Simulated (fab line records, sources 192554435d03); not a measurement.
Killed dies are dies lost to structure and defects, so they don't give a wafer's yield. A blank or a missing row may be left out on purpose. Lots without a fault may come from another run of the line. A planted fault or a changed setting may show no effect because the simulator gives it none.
One fault seen from 2 desks | flow n5_finfet | each desk has only its own numbers; what lay behind them comes last

THE TOOL OWNER'S DESK: rie_diel-05
The tool's own readings at N5_BEOL_M3_ETCH_77 (etches underlayer in N2/H2, target depth 6.5 nm, time 5.2 s): means of the sampled wafers that have a number, for each lot that ran on this tool. A lot is out of limits, marked OUT, if its mean lies more than 4 standard deviations from the usual mean; the brackets give that distance.
Columns: A = drypump_motor_current_A at N5_BEOL_M3_ETCH_77, usual 5.6 A; B = etch_rf_on_time_s at N5_BEOL_M3_ETCH_77, usual 5.15 s; C = n2_flow_sccm at N5_BEOL_M3_ETCH_77, usual 200.0 sccm; D = oes_product_au at N5_BEOL_M3_ETCH_77, usual 0.67 a.u.; E = rf_vpp_V at N5_BEOL_M3_ETCH_77, usual 523 V; F = showerhead_plenum_p_Torr at N5_BEOL_M3_ETCH_77, usual 2.52 Torr; G = throttle_valve_pct at N5_BEOL_M3_ETCH_77, usual 17.78 %
lot  | first seen here | A   | B               | C     | D    | E   | F    | G
L171 | day 7 11:26     | 6.3 | 5.24            | 200.1 | 0.62 | 521 | 2.46 | 18.04
L177 | day 8 18:02     | 6.4 | 5.27            | 199.4 | 0.62 | 520 | 2.44 | 17.90
L179 | day 9 06:21     | 5.4 | 5.08            | 199.6 | 0.72 | 522 | 2.47 | 17.68
L186 | day 11 00:22    | 5.8 | 5.54 (+4.2) OUT | 199.2 | 0.67 | 522 | 2.46 | 17.73
This desk's finding: out of limits on L186; first on L186, day 11 00:22 (etch_rf_on_time_s at N5_BEOL_M3_ETCH_77). In limits: L171, L177, L179.

THE METROLOGY DESK
What the gauges read, lot by lot, whatever tool the lot ran on: means of the sampled wafers that have a number. A lot is out of limits, marked OUT, if its mean lies more than 4 standard deviations from the usual mean; the brackets give that distance. Of its 10 readings 7 are shown: those that lie furthest out on some lot.
Columns: A = DIBL_P at N5_BEOL_M4_RC_MEAS_101, usual 36.2 mV/V; B = IOFF_N at N5_BEOL_M4_RC_MEAS_101, usual 0.157 nA/um; C = IOFF_P at N5_BEOL_M4_RC_MEAS_101, usual 0.206 nA/um; D = ION_N at N5_BEOL_M4_RC_MEAS_101, usual 673 uA/um; E = SS_N at N5_BEOL_M4_RC_MEAS_101, usual 71.5 mV/dec; F = SS_P at N5_BEOL_M4_RC_MEAS_101, usual 73.2 mV/dec; G = VT_N at N5_BEOL_M4_RC_MEAS_101, usual 249.9 mV
lot  | first seen here | A    | B     | C     | D   | E    | F    | G
L173 | day 8 05:05     | 35.6 | 0.173 | 0.198 | 684 | 71.6 | 73.7 | 249.5
L171 | day 8 05:33     | 35.3 | 0.145 | 0.190 | 674 | 70.7 | 73.4 | 249.8
L177 | day 9 13:46     | 37.5 | 0.191 | 0.251 | 675 | 72.0 | 73.9 | 247.7
L179 | day 9 19:16     | 35.9 | 0.158 | 0.190 | 670 | 71.6 | 73.5 | 250.0
L186 | day 11 15:56    | 36.5 | 0.154 | 0.212 | 662 | 71.2 | 73.3 | 250.1
L191 | day 13 01:10    | 34.6 | 0.143 | 0.208 | 675 | 71.2 | 72.8 | 250.0
L192 | day 13 13:49    | 35.4 | 0.144 | 0.188 | 667 | 71.5 | 73.1 | 251.8
L193 | day 13 18:34    | 39.3 | 0.193 | 0.216 | 690 | 71.8 | 73.5 | 246.7
This desk's finding: nothing out of limits on any of the 8 lots.

PUT TOGETHER
The tool owner's desk could have raised an alarm at day 11 00:22, on L186.
The metrology desk saw nothing out of limits.
The metrology desk has L186 on record, within its limits.
Of the lots named, all ran N5_BEOL_M3_ETCH_77 on rie_diel-05.

WHAT THE SIMULATOR HAD PUT IN
Process parameter drift: rie_diel-05, from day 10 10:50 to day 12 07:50, at N5_BEOL_M3_ETCH_77. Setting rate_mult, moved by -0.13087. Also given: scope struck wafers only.
Lots struck among those shown: L186.
Hours from the fault's start to each desk's first reading out of limits: the tool owner's desk, 14.
